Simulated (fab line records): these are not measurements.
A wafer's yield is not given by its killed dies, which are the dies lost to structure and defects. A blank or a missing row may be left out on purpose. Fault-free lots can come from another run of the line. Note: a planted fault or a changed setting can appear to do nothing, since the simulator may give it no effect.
Chamber matching    flow n5 finfet    N5_HKMG_FIN_ETCH_54 on rie diel-01 has 4 sister chambers
The step etches SiARC in CF4, target depth 45.5 nm, time 75.8 s. 4 wafers are shown with their chamber, then 9 later ones without.

## WAFERS WITH THEIR CHAMBER
wafer   chamber  throttle valve pct (%)
L080.2  0        15.84
L083.4  2        16.05
L084.4  1        15.37
L084.6  3        15.95

## WAFERS WITH NO CHAMBER GIVEN
wafer   throttle valve pct (%)
L087.1  16.06
L087.5  15.95
L087.6  15.37
L091.2  15.40
L091.3  15.98
L091.6  15.40
L095.1  15.42
L095.3  15.99
L095.4  15.41

## WHICH CHAMBER EACH WENT THROUGH
wafer    from the rows above       in truth
L087.1   2                         2
L087.5   3                         3
L087.6   1                         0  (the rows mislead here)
L091.2   1                         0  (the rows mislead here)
L091.3   can't be placed: 3 or 2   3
L091.6   1                         1
L095.1   1                         1
L095.3   can't be placed: 3 or 2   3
L095.4   1                         1
Placed correctly: 5 of 9. From these rows, 2 cannot be placed; in 2 the true chamber is one of the candidates. Wrongly placed: 2.
How it was worked out, from the rows above alone: a wafer's distance from a chamber is the root of the sum, over the readings, of the square of ((its reading less the chamber's mean) divided by the reading's scatter). The wafer belongs to the nearest chamber; if the next one is less than 2 further off, it can't be placed. The mean given for a chamber averages the wafers shown for that chamber. The scatter: with one shown wafer a chamber, the root of the mean of the squares of how far each hidden wafer lies from its nearest shown one.
